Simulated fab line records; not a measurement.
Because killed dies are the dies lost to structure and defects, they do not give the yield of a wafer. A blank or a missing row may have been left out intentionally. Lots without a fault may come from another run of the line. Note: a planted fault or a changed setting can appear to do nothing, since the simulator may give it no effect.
What tool caused it? ; flow nand harc ; Sampling: 12 lots, 36 wafers, 5 of 1302 route steps

== WHAT EACH GAUGE READ, for each wafer ==
NHARC_END_SORT_01.
lot;measured;on;defect limited yield (%);killed at array;killed at other;killed at periphery;killed dies;killed open;killed short;sort_bin_2_pct (%);sort_bin_3_pct (%);sort_bin_4_pct (%);sort n pass;sort rim yield pct (%);sort yield pct (%)
L141;day 28 22:49;prober-02;79.8 77.4 79.0;133 149 140;0 0 1;4 4 1;137 153 142;1 2 6;5 1 1;10.2 9.5 8.0;2.2 2.8 3.1;7.8 10.3 9.9;540 524 535;90 90 82;79.8 77.4 79.0
L148;day 32 23:04;prober-02;93.1 95.1 92.8;41 29 40;0 0 2;6 4 7;47 33 49;4 3 1;1 0 4;3.4 1.6 2.1;0.7 0.6 0.6;2.8 2.7 4.6;630 644 628;88 88 92;93.1 95.1 92.8

== EACH LOT AND THE TOOL THAT RAN IT (in order: tool; ch and the chambers of the sampled wafers; start) ==
lot;NHARC_A_M1_ETCH_15;NHARC_THIN_TSV_DEGAS_49;NHARC_THIN_TSV_PRE_CLEAN_50;NHARC_THIN_TSV_CMP_21
L134;rie diel-07 ch 1,2,3, day 24 03:08;pvd sputter-01, day 25 02:14;pvd sputter-01, day 25 03:45 or earlier;cmp-03 ch 1,2,3, day 25 03:45
L136;rie diel-07 ch 0,2, day 25 20:58;pvd sputter-02, day 26 20:30;pvd sputter-02, day 26 22:22 or earlier;cmp-01 ch 0,1,3, day 26 22:22
L138;rie diel-01 ch 0,2,3, day 26 00:53;pvd sputter-02, day 26 21:41;pvd sputter-02, day 26 23:32 or earlier;cmp-03 ch 0,2,3, day 26 23:32
L137;rie diel-07 ch 1,2,3, day 26 03:15;pvd sputter-03, day 27 04:25;pvd sputter-03, day 27 06:01 or earlier;cmp-01 ch 0,1,2, day 27 06:01
L139;rie diel-01 ch 0,2, day 26 05:05;pvd sputter-03, day 27 05:26;pvd sputter-03, day 27 06:56 or earlier;cmp-01 ch 0,1,2, day 27 06:56
L143;rie diel-07 ch 0,1,3, day 27 00:32;pvd sputter-01, day 28 01:51;pvd sputter-01, day 28 03:23 or earlier;cmp-02 ch 0,2, day 28 03:23
L141;rie diel-07 ch 1,2, day 27 09:38;pvd sputter-01, day 28 08:46;pvd sputter-01, day 28 10:19 or earlier;cmp-01 ch 2,3, day 28 10:19
L149;rie diel-07 ch 1,2, day 31 00:24;pvd sputter-02, day 32 05:28;pvd sputter-02, day 32 07:03 or earlier;cmp-03 ch 1,2,3, day 32 07:03
L148;rie diel-07 ch 2,3, day 31 03:18;pvd sputter-01, day 32 06:40;pvd sputter-01, day 32 08:11 or earlier;cmp-03 ch 0,2, day 32 08:11
L151;rie diel-13 ch 0,1,3, day 31 17:17;pvd sputter-03, day 32 17:40;pvd sputter-03, day 32 19:16 or earlier;cmp-03 ch 0,3, day 32 19:16
L154;rie diel-13 ch 0,3, day 32 03:32;pvd sputter-03, day 33 01:50;pvd sputter-03, day 33 03:22 or earlier;cmp-03 ch 0,3, day 33 03:22
L153;rie diel-07 ch 0,3, day 32 07:22;pvd sputter-03, day 33 06:12;pvd sputter-03, day 33 07:43 or earlier;cmp-03 ch 0,3, day 33 07:43
- NHARC_A_M1_ETCH_15: etches the open film in C4F8/Ar, target depth 182.5 nm, time 91.2 s.
- NHARC_THIN_TSV_DEGAS_49: time 120 s.
- NHARC_THIN_TSV_PRE_CLEAN_50: time 30 s.
- NHARC_THIN_TSV_CMP_21: polishes, t overpolish 30 s, target thk 2000 nm.

== AS READ BY THE TOOLS THEMSELVES (means over the sampled wafers that have a number; for cases with no such wafer, the mark the record gives instead) ==
NHARC_A_M1_ETCH_15.
lot;tool;oes product au (a.u.);rf vpp V (V)
L134;rie diel-07;0.922;439.5
L136;rie diel-07;0.920;440.1
L138;rie diel-01;0.964;440.1
L137;rie diel-07;0.928;438.2
L139;rie diel-01;0.973;441.7
L143;rie diel-07;0.951;442.1
L141;rie diel-07;0.965;439.2
L149;rie diel-07;0.950;440.1
L148;rie diel-07;0.976;437.5
L151;rie diel-13;0.961;439.9
L154;rie diel-13;0.968;442.8
L153;rie diel-07;0.987;437.8

NHARC_THIN_TSV_DEGAS_49.
lot;tool;heater power w (W)
L134;pvd sputter-01;426
L136;pvd sputter-02;456
L138;pvd sputter-02;429
L137;pvd sputter-03;493
L139;pvd sputter-03;497
L143;pvd sputter-01;432
L141;pvd sputter-01;462
L149;pvd sputter-02;459
L148;pvd sputter-01;438
L151;pvd sputter-03;464
L154;pvd sputter-03;465
L153;pvd sputter-03;521

NHARC_THIN_TSV_PRE_CLEAN_50.
lot;tool;heater power w (W)
L134;pvd sputter-01;393
L136;pvd sputter-02;384
L138;pvd sputter-02;382
L137;pvd sputter-03;416
L139;pvd sputter-03;444
L143;pvd sputter-01;398
L141;pvd sputter-01;411
L149;pvd sputter-02;386
L148;pvd sputter-01;409
L151;pvd sputter-03;405
L154;pvd sputter-03;461
L153;pvd sputter-03;449

NHARC_THIN_TSV_CMP_21.
lot;tool;motor current A (A);overpolish run s (s);slurry filter dp kPa (kPa)
L134;cmp-03;11.8;30.002;13.64
L136;cmp-01;12.5;30.003;13.55
L138;cmp-03;12.2;30.003;13.57
L137;cmp-01;12.1;30.003;13.58
L139;cmp-01;12.4;29.991;13.50
L143;cmp-02;12.9;29.998;13.32
L141;cmp-01;13.6;30.005;13.52
L149;cmp-03;11.9;29.997;13.47
L148;cmp-03;12.6;29.997;13.54
L151;cmp-03;11.4;30.012;13.57
L154;cmp-03;12.8;30.000;13.43
L153;cmp-03;11.3;30.004;13.44

== THE ANSWER, worked out from the rows above alone ==
Rule: what is usual is taken from the lots themselves. Put in order of their means at a reading, lots are off if they are a third of the lots or fewer, leave a main group of 4 or more, and stand apart from it by a gap of 3 or more times the standard deviation of the main group's means; of several such gaps the widest counts. A main group is skipped when, at the precision printed for the reading in the tables above, its means are all equal. Also off: a lot with no number at a reading for which 4 or more lots have one. The other lots that the step has rows for count as sound. First the gauges in route order, then the tools' own readings, where a lot's mean is used as printed above. The first step at which some lot is off is used, and at that step the reading that is off furthest; a lot without a number counts as furthest.
Nothing can be told from this: no lot is off at any reading shown.

== WHAT THE SIMULATOR HAD INSERTED ==
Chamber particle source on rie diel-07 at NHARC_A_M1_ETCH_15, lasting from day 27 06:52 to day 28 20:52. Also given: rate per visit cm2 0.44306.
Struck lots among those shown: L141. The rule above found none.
